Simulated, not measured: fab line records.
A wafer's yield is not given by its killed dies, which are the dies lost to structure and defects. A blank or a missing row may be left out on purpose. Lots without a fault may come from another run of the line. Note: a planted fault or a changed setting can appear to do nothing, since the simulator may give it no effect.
Split-lot study + flow n5 finfet + 21 wafers read from 7 lots, route of 1938 steps

== SPLIT DETAILS ==
At N5_BEOL_M5_DESCUM_16 (chemistry O2, time 7 s), the setting time s was moved away from the recipe's 7 s on 6 of the 21 wafers read, by +9.0% to +16.9%. All remaining wafers had this setting at the recipe value.

The reading comes from the split's own step.

== THE READING ==
CAR-EUV_of_BEOL_M5_COAT_05.thk nm (the simulator's own value, which no gauge read), in nm, at N5_BEOL_M5_DESCUM_16 (chemistry O2, time 7 s). No usual value for it is given in the file. Across the 15 wafers here that went through the recipe, the average is 26.1 nm and the standard deviation 0.12 nm.

| wafer  | tool, chamber at the split | time s as run, s | against the recipe | CAR-EUV_of_BEOL_M5_COAT_05.thk nm, nm | against lot-mates on the recipe |
|--------|----------------------------|------------------|--------------------|---------------------------------------|---------------------------------|
| L074.2 | rie diel-04, 0             | 8.144            | +16.3%             | 25.4                                  | -0.5                            |
| L074.3 | rie diel-04, 1             | 7                | recipe             | 26                                    | -                               |
| L074.4 | rie diel-04, 1             | 7                | recipe             | 25.8                                  | -                               |
| L076.1 | rie diel-04, 1             | 7.7              | +10.0%             | 25.6                                  | -0.5                            |
| L076.3 | rie diel-04, 3             | 7                | recipe             | 26                                    | -                               |
| L076.6 | rie diel-04, 0             | 7                | recipe             | 26.2                                  | -                               |
| L082.1 | rie diel-03, 2             | 7                | recipe             | 26                                    | -                               |
| L082.4 | rie diel-03, 0             | 7                | recipe             | 26.2                                  | -                               |
| L082.5 | rie diel-03, 2             | 7                | recipe             | 26.2                                  | -                               |
| L086.2 | rie diel-04, 1             | 7                | recipe             | 26                                    | -                               |
| L086.5 | rie diel-04, 3             | 7                | recipe             | 26                                    | -                               |
| L086.6 | rie diel-04, 0             | 7                | recipe             | 26.2                                  | -                               |
| L095.2 | rie diel-05, 1             | 7                | recipe             | 26                                    | -                               |
| L095.4 | rie diel-05, 3,1           | 7                | recipe             | 26                                    | -                               |
| L095.5 | rie diel-05, 3,1           | 7                | recipe             | 26                                    | -                               |
| L094.2 | rie diel-05, 3             | 8.182            | +16.9%             | 25.6                                  | -0.6                            |
| L094.3 | rie diel-05, 0             | 7                | recipe             | 26.2                                  | -                               |
| L094.4 | rie diel-05, 1             | 8.182            | +16.9%             | 25.4                                  | -0.8                            |
| L097.1 | rie diel-05, 0             | 7.631            | +9.0%              | 26                                    | -0.2                            |
| L097.3 | rie diel-05, 2             | 7                | recipe             | 26.2                                  | -                               |
| L097.6 | rie diel-05, 3             | 7.631            | +9.0%              | 25.8                                  | -0.4                            |
If several chambers appear in one row, that row covers several wafers at once and the file leaves open which wafer was in which chamber.

THE FIT
A straight line over all 21 wafers: CAR-EUV_of_BEOL_M5_COAT_05.thk nm changes by -0.0346 nm for each +1% of time s; r = -0.87; the points scatter about the line by 0.13 nm.
The same after taking each lot's own level away (the mean of its wafers on the recipe; 21 wafers): -0.0384 nm for each +1%; r = -0.93; scatter 0.095 nm.
According to that fit, moving time s by its largest amount changes the reading by 0.65 nm.
The span of the lots' own levels, 25.90 to 26.20 nm, comes to 2.5 times the standard deviation stated above.
Hence the lot-to-lot level has little effect on the slope; both slopes agree.
Check: with one of the wafers moved furthest among these (+16.9%) left out of the fit, the line predicts -0.665 nm for it against its lot-mates. It came out at -0.6 nm against them.

== ADDITIONAL SPLITS CARRIED BY THESE WAFERS ==
Before the reading, these wafers also passed through other splits. Each is held against what the fit with the lots' levels taken away leaves over:
| other split on the same wafers | wafers away from the commonest value | r with CAR-EUV_of_BEOL_M5_COAT_05.thk nm (lot level and that fit taken away) |
|--------------------------------|--------------------------------------|------------------------------------------------------------------------------|
| N5_BEOL_M4_COAT_22 spin rpm    | 7                                    | -0.05                                                                        |
| N5_BEOL_M5_EXPOSE_08 dose mj   | 8                                    | +0.10                                                                        |

== FILE'S OWN FIT ==
CAR-EUV_of_BEOL_M5_COAT_05.thk nm changes by -0.0378 nm for each +1% of time s, r = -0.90.
